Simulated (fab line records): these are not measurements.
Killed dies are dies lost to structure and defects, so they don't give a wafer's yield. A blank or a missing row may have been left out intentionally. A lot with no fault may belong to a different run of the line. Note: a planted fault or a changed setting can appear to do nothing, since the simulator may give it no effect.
Which tool did it?	flow nand-harc	Sampling: 12 lots, 36 wafers, 5 of 1302 route steps

WHAT EACH GAUGE READ, for each wafer
NHARC_END_SORT_01.
lot	measured	on	killed-at-array	killed-at-other	killed-at-periphery	killed-dies	killed-open	killed-short
L541	day 29 06:59	prober-02	677 673 670	0 0 1	0 4 6	677 677 677	2 0 4	3 1 0
L542	day 29 18:31	prober-01	673 672 676	2 3 0	2 2 1	677 677 677	1 6 2	0 4 2

WHAT TOOL EACH LOT RAN ON (gives the tool, then ch and the chambers of the sampled wafers, and finally the start)
lot	NHARC_A_CONTACT_ETCH_30	NHARC_A_CONTACT_ETCH_134	NHARC_A_CONTACT_ETCH_136	NHARC_A_CONTACT_ETCH_137
L529	rie-diel-01 ch 2,3, day 22 02:16	har-cap-etch-03 ch 0,1, day 22 02:53	har-cap-etch-03 ch 0,1, day 22 03:21	har-cap-etch-03 ch 0,1, day 22 03:37
L531	rie-diel-06 ch 0,2,3, day 22 18:09	har-cap-etch-03 ch 1, day 22 18:47	har-cap-etch-03 ch 1, day 22 19:17	har-cap-etch-03 ch 1, day 22 19:33
L534	rie-diel-06 ch 1,2, day 24 00:18	har-cap-etch-03 ch 0,1, day 24 00:58	har-cap-etch-03 ch 0,1, day 24 01:28	har-cap-etch-03 ch 0,1, day 24 01:44
L533	rie-diel-13 ch 0,2,3, day 24 04:05	har-cap-etch-02 ch 0,1, day 24 04:44	har-cap-etch-02 ch 0,1, day 24 05:14	har-cap-etch-02 ch 0,1, day 24 05:30
L539	rie-diel-06 ch 0,2,3, day 26 07:58	har-cap-etch-03 ch 0,1, day 26 08:33	har-cap-etch-03 ch 0,1, day 26 09:01	har-cap-etch-03 ch 0,1, day 26 09:17
L538	rie-diel-01 ch 0,2,3, day 26 12:31	har-cap-etch-02 ch 0, day 26 13:08	har-cap-etch-02 ch 0, day 26 13:38	har-cap-etch-02 ch 0, day 26 13:54
L541	rie-diel-06 ch 0,1,3, day 27 02:26	har-cap-etch-03 ch 1, day 27 03:04	har-cap-etch-03 ch 1, day 27 03:33	har-cap-etch-03 ch 1, day 27 03:49
L542	rie-diel-01 ch 1,2,3, day 27 15:19	har-cap-etch-01 ch 0,1, day 27 15:55	har-cap-etch-01 ch 0,1, day 27 16:23	har-cap-etch-01 ch 0,1, day 27 16:40
L544	rie-diel-06 ch 0,3, day 28 09:23	har-cap-etch-03 ch 0, day 28 10:01	har-cap-etch-03 ch 0, day 28 10:40	har-cap-etch-03 ch 0, day 28 11:01
L547	rie-diel-01 ch 0,1,3, day 29 10:07	har-cap-etch-03 ch 0,1, day 29 10:44	har-cap-etch-03 ch 0,1, day 29 11:13	har-cap-etch-03 ch 0,1, day 29 11:29
L550	rie-diel-06 ch 0,1,3, day 31 04:41	har-cap-etch-01 ch 0,1, day 31 05:19	har-cap-etch-01 ch 0,1, day 31 05:58	har-cap-etch-01 ch 0,1, day 31 06:20
L552	rie-diel-06 ch 0,1,2, day 32 04:49	har-cap-etch-03 ch 0,1, day 32 05:25	har-cap-etch-03 ch 0,1, day 32 05:53	har-cap-etch-03 ch 0,1, day 32 06:10
- NHARC_A_CONTACT_ETCH_30: etches the open film in CF4/CHF3, target depth 72.6 nm, time 36.3 s.
- NHARC_A_CONTACT_ETCH_134: etches the open film in C4F8/O2/Ar, time 140 s, target depth 700 nm.
- NHARC_A_CONTACT_ETCH_136: etches the open film in C4F8/O2/Ar, time 311 s, target depth 1912 nm.
- NHARC_A_CONTACT_ETCH_137: etches the open film in C4F8/O2/Ar, time 311 s, target depth 1912 nm.

WHAT THE TOOLS THEMSELVES READ (means of the sampled wafers that have a number; where no wafer has one, the mark that the record gives instead)
NHARC_A_CONTACT_ETCH_30.
lot	tool	bias-w (W)	cf4-flow-sccm (sccm)	drypump-motor-current-A (A)	oes-product-au (a.u.)	rf-vpp-V (V)	showerhead-plenum-p-Torr (Torr)	throttle-valve-pct (%)
L529	rie-diel-01	200.0	99.98	5.5	0.932	370.7	1.55	16.800
L531	rie-diel-06	200.3	99.98	5.7	0.919	369.4	1.55	16.813
L534	rie-diel-06	199.6	99.72	6.0	0.972	371.0	1.60	16.802
L533	rie-diel-13	199.7	100.00	5.8	0.910	369.4	1.55	16.795
L539	rie-diel-06	199.8	99.76	5.7	0.929	368.9	1.55	16.799
L538	rie-diel-01	200.0	100.25	5.7	0.986	369.4	1.53	16.796
L541	rie-diel-06	-	-	-	-	-	-	-
L542	rie-diel-01	-	-	-	-	-	-	-
L544	rie-diel-06	200.3	99.98	6.0	0.929	371.3	1.58	16.805
L547	rie-diel-01	199.9	100.07	5.6	0.969	368.3	1.52	16.795
L550	rie-diel-06	200.2	99.80	5.9	0.925	370.2	1.59	16.800
L552	rie-diel-06	200.3	99.87	5.6	0.919	370.1	1.56	16.797

NHARC_A_CONTACT_ETCH_134.
lot	tool	chamber-pressure-mTorr (mTorr)	oes-air-line-au (a.u.)
L529	har-cap-etch-03	19.994	1.008
L531	har-cap-etch-03	19.994	0.984
L534	har-cap-etch-03	20.009	0.996
L533	har-cap-etch-02	20.016	0.993
L539	har-cap-etch-03	20.006	1.000
L538	har-cap-etch-02	20.002	1.017
L541	har-cap-etch-03	19.994	1.015
L542	har-cap-etch-01	19.996	0.999
L544	har-cap-etch-03	19.993	0.998
L547	har-cap-etch-03	20.006	0.994
L550	har-cap-etch-01	19.989	1.010
L552	har-cap-etch-03	19.980	1.008

NHARC_A_CONTACT_ETCH_136.
lot	tool	chamber-pressure-mTorr (mTorr)	oes-air-line-au (a.u.)
L529	har-cap-etch-03	19.998	1.004
L531	har-cap-etch-03	20.003	0.968
L534	har-cap-etch-03	19.978	0.995
L533	har-cap-etch-02	19.996	1.010
L539	har-cap-etch-03	19.999	0.977
L538	har-cap-etch-02	19.980	1.005
L541	har-cap-etch-03	20.011	0.996
L542	har-cap-etch-01	19.992	0.997
L544	har-cap-etch-03	19.984	0.989
L547	har-cap-etch-03	20.002	0.995
L550	har-cap-etch-01	20.008	0.989
L552	har-cap-etch-03	20.006	0.990

NHARC_A_CONTACT_ETCH_137.
lot	tool	chamber-pressure-mTorr (mTorr)	oes-air-line-au (a.u.)
L529	har-cap-etch-03	20.000	0.993
L531	har-cap-etch-03	19.996	0.998
L534	har-cap-etch-03	20.011	0.990
L533	har-cap-etch-02	20.004	1.005
L539	har-cap-etch-03	19.981	1.036
L538	har-cap-etch-02	20.006	1.008
L541	har-cap-etch-03	20.003	1.003
L542	har-cap-etch-01	19.999	1.006
L544	har-cap-etch-03	20.005	0.964
L547	har-cap-etch-03	19.982	1.004
L550	har-cap-etch-01	19.999	1.009
L552	har-cap-etch-03	20.011	1.022

THE ANSWER, worked out from the rows above alone
Rule: the lots themselves supply what counts as usual. Put in order of their means at a reading, lots are off if they are a third of the lots or fewer, leave a main group of 4 or more, and stand apart from it by a gap of 3 or more times the standard deviation of the main group's means; of several such gaps the widest counts. A main group is skipped when, at the precision printed for the reading in the tables above, its means are all equal. Also off: a lot with no number at a reading for which 4 or more lots have one. Any other lot the step has rows for is counted as sound. After the gauges, taken in route order, come the tools' own readings; for these a lot's mean is taken, as printed above. At the first step where some lot is off, the reading lying furthest off is the one used; lots without a number count as furthest.
Off: L541, L542, at NHARC_A_CONTACT_ETCH_30 (bias-w). Without a number there: L541, L542. The main group has a mean of 200.0 W with a standard deviation of 0.25.
If a tool, at that step or one of the process steps before it, ran each lot that is off and ran no sound lot following the first of them, it fits. None of those tried fits.

WHAT THE SIMULATOR HAD INSERTED
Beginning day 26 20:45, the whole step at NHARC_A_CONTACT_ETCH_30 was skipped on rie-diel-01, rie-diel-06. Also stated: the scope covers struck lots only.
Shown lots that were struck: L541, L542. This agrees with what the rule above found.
